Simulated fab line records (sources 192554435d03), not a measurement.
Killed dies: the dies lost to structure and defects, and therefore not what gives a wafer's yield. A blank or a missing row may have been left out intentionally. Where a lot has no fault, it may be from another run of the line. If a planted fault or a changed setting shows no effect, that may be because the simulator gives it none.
Which tool was responsible? | flow n5 finfet | 12 lots, 32 wafers sampled, at 5 steps of a route of 1938

== WHAT THE GAUGES READ, wafer by wafer ==
N5_BEOL_M10_RS_MEAS_57: uses a four-point probe to measure. Usual: M10_RS 0.152 ohm/sq, standard deviation 0.0049.
lot  | measured     | on            | M10_RS (ohm/sq)   | flag
L962 | day 10 05:34 | film metro-01 | 0.157 0.151 0.157 |
L964 | day 10 19:58 | film metro-01 | 0.148 0.144       |
L963 | day 10 22:23 | film metro-01 | 0.152 0.150 0.152 |
L966 | day 11 01:06 | film metro-01 | 0.152 0.152 0.160 |
L965 | day 11 08:05 | film metro-01 | 0.151 0.147 0.159 |
L973 | day 13 20:36 | film metro-02 | 0.148 0.159 0.146 |
L975 | day 14 04:41 | film metro-01 | 0.151 0.153 0.150 |
L977 | day 14 18:59 | film metro-02 | 0.154 0.154       |
L981 | day 15 11:11 | film metro-02 | 0.153 0.151       |
L982 | day 15 20:05 | film metro-01 | 0.148 0.141 0.147 |
L979 | day 16 05:47 | film metro-02 | 0.161 0.153       |
L983 | day 16 09:29 | film metro-02 | 0.153 0.154 0.150 |

N5_BEOL_M10_INSPECT_58: inspects for defects (darkfield). Usual: 71 for raw defect count, sd 22.
lot  | measured     | on                | raw defect count | flag
L962 | day 10 05:35 | defect inspect-01 | 106 92 66        |
L964 | day 10 19:59 | defect inspect-01 | 85 79            |
L963 | day 10 22:25 | defect inspect-02 | 100 79 104       |
L966 | day 11 01:08 | defect inspect-02 | 67 104 42        |
L965 | day 11 08:07 | defect inspect-02 | 49 39 62         |
L973 | day 13 20:38 | defect inspect-02 | 104 61 37        |
L975 | day 14 04:43 | defect inspect-01 | 94 86 94         |
L977 | day 14 19:01 | defect inspect-02 | 45 64            |
L981 | day 15 11:13 | defect inspect-02 | 57 54            |
L982 | day 15 20:07 | defect inspect-01 | 103 71 103       |
L979 | day 16 05:49 | defect inspect-01 | 58 78            |
L983 | day 16 09:44 | defect inspect-01 | 52 57 45         |

N5_BEOL_M11_THK_MEAS_01. Usual: M11_ILD_THK 267 nm, standard deviation 3.7.
lot  | measured     | on            | M11_ILD_THK (nm) | flag
L962 | day 10 06:13 | film metro-01 | 269 275 271      |
L964 | day 10 20:37 | film metro-01 | 270 267          |
L963 | day 10 23:02 | film metro-01 | 265 274 264      |
L966 | day 11 01:46 | film metro-02 | 271 266 267      |
L965 | day 11 08:45 | film metro-02 | 262 267 268      |
L973 | day 13 21:16 | film metro-02 | 266 271 263      |
L975 | day 14 05:35 | film metro-01 | 269 274 276      |
L977 | day 14 19:41 | film metro-02 | 267 265          |
L981 | day 15 11:53 | film metro-02 | 265 272          |
L982 | day 15 20:44 | film metro-02 | 265 274 268      |
L979 | day 16 06:41 | film metro-02 | 261 276          |
L983 | day 16 10:22 | film metro-01 | 268 268 267      |

== TOOL THAT RAN EACH LOT (tool first, then ch and the chambers of the sampled wafers, then the start) ==
lot  | N5_BEOL_M10_PECVD_70            | N5_BEOL_M10_CMP_52
L962 | pecvd-01 ch 1, day 9 22:19      | cmp-04 ch 1,3, day 10 05:08
L964 | pecvd-04 ch 1,2, day 10 12:34   | cmp-01 ch 0,3, day 10 19:41
L963 | pecvd-03 ch 1,2, day 10 15:28   | cmp-02 ch 0,3, day 10 21:57
L966 | pecvd-04 ch 0,1,2, day 10 19:25 | cmp-04 ch 1,2,3, day 11 00:40
L965 | pecvd-01 ch 0,2, day 11 02:02   | cmp-01 ch 0,2, day 11 07:40
L973 | pecvd-01 ch 0,2, day 13 09:44   | cmp-04 ch 1,2, day 13 20:13
L975 | pecvd-01 ch 0,2, day 13 21:27   | cmp-02 ch 0,1,3, day 14 04:16
L977 | pecvd-03 ch 0,2, day 14 11:26   | cmp-01 ch 0,1, day 14 18:34
L981 | pecvd-04 ch 1, day 15 03:34     | cmp-04 ch 0,3, day 15 10:53
L982 | pecvd-04 ch 0,1,2, day 15 12:43 | cmp-01 ch 0,1, day 15 19:40
L979 | pecvd-01 ch 0,2, day 15 21:50   | cmp-01 ch 1,3, day 16 05:23
L983 | pecvd-03 ch 0,1,2, day 16 02:14 | cmp-01 ch 0,3, day 16 09:03
- N5_BEOL_M10_PECVD_70: deposits SiO2 from TEOS/O2, target thk 20 nm, time 22.7 s.
- N5_BEOL_M10_CMP_52: polishes, stops on SiCOH lowk, t overpolish 7 s, target thk 140 nm.

== WHAT THE TOOLS THEMSELVES READ (means of the sampled wafers that have a number; where no wafer has one, the mark that the record gives instead) ==
N5_BEOL_M10_PECVD_70. Usual: heater power w 746 W, standard deviation 130; showerhead plenum p Torr 8.83 Torr, standard deviation 0.071; susceptor temp C 400.01 C, standard deviation 0.21; throttle valve pct 22.0 %, standard deviation 0.67.
lot  | tool     | heater power w (W) | showerhead plenum p Torr (Torr) | susceptor temp C (C) | throttle valve pct (%) | flag
L962 | pecvd-01 | 508                | 8.76                            | 399.87               | 21.4                   |
L964 | pecvd-04 | 904                | 8.89                            | 400.05               | 22.1                   |
L963 | pecvd-03 | 638                | 8.78                            | 400.23               | 22.0                   |
L966 | pecvd-04 | 814                | 8.89                            | 400.25               | 22.0                   |
L965 | pecvd-01 | 801                | 8.87                            | 399.92               | 21.8                   |
L973 | pecvd-01 | 803                | 8.84                            | 400.10               | 21.6                   |
L975 | pecvd-01 | 799                | 8.85                            | 400.01               | 21.8                   |
L977 | pecvd-03 | 653                | 8.77                            | 399.92               | 22.2                   |
L981 | pecvd-04 | 820                | 8.80                            | 399.95               | 22.1                   |
L982 | pecvd-04 | 825                | 8.87                            | 400.00               | 22.2                   |
L979 | pecvd-01 | 702                | 8.84                            | 399.93               | 21.5                   |
L983 | pecvd-03 | 707                | 8.75                            | 400.00               | 22.5                   |

N5_BEOL_M10_CMP_52. Usual: barrier field endpoint s 28.8 s, standard deviation 0.86; motor current A 6.0 A, standard deviation 0.65; slurry flow ml min 150.0, standard deviation 0.48.
lot  | tool   | barrier field endpoint s (s) | motor current A (A) | slurry flow ml min | flag
L962 | cmp-04 | 28.8                         | 6.4                 | 149.8              |
L964 | cmp-01 | 29.7                         | 5.9                 | 150.0              |
L963 | cmp-02 | 27.3                         | 5.9                 | 149.7              |
L966 | cmp-04 | 26.4                         | 5.9                 | 150.0              |
L965 | cmp-01 | 30.3                         | 5.8                 | 150.2              |
L973 | cmp-04 | 29.4                         | 6.3                 | 149.7              |
L975 | cmp-02 | 28.1                         | 6.3                 | 149.7              |
L977 | cmp-01 | 29.1                         | 5.3                 | 149.4              |
L981 | cmp-04 | 29.1                         | 5.7                 | 149.7              |
L982 | cmp-01 | 29.4                         | 5.3                 | 150.0              |
L979 | cmp-01 | 29.1                         | 6.0                 | 150.1              |
L983 | cmp-01 | 29.5                         | 5.9                 | 149.7              |

== THE ANSWER, worked out from the rows above alone ==
Rule: a lot is off if the mean of its wafers that have a number lies more than 3 standard deviations from the usual mean. A lot without any number at a reading at which 4 lots or more have one is off too. Any other lot the step has rows for is counted as sound. The gauges are gone through in route order, then the tools' own readings, and for those a lot's mean is taken as printed above. At the first step where some lot is off, the reading lying furthest off is the one used; lots without a number count as furthest.
None of the lots is off at any reading shown; this tells nothing.

== WHAT WAS PUT IN BY THE SIMULATOR ==
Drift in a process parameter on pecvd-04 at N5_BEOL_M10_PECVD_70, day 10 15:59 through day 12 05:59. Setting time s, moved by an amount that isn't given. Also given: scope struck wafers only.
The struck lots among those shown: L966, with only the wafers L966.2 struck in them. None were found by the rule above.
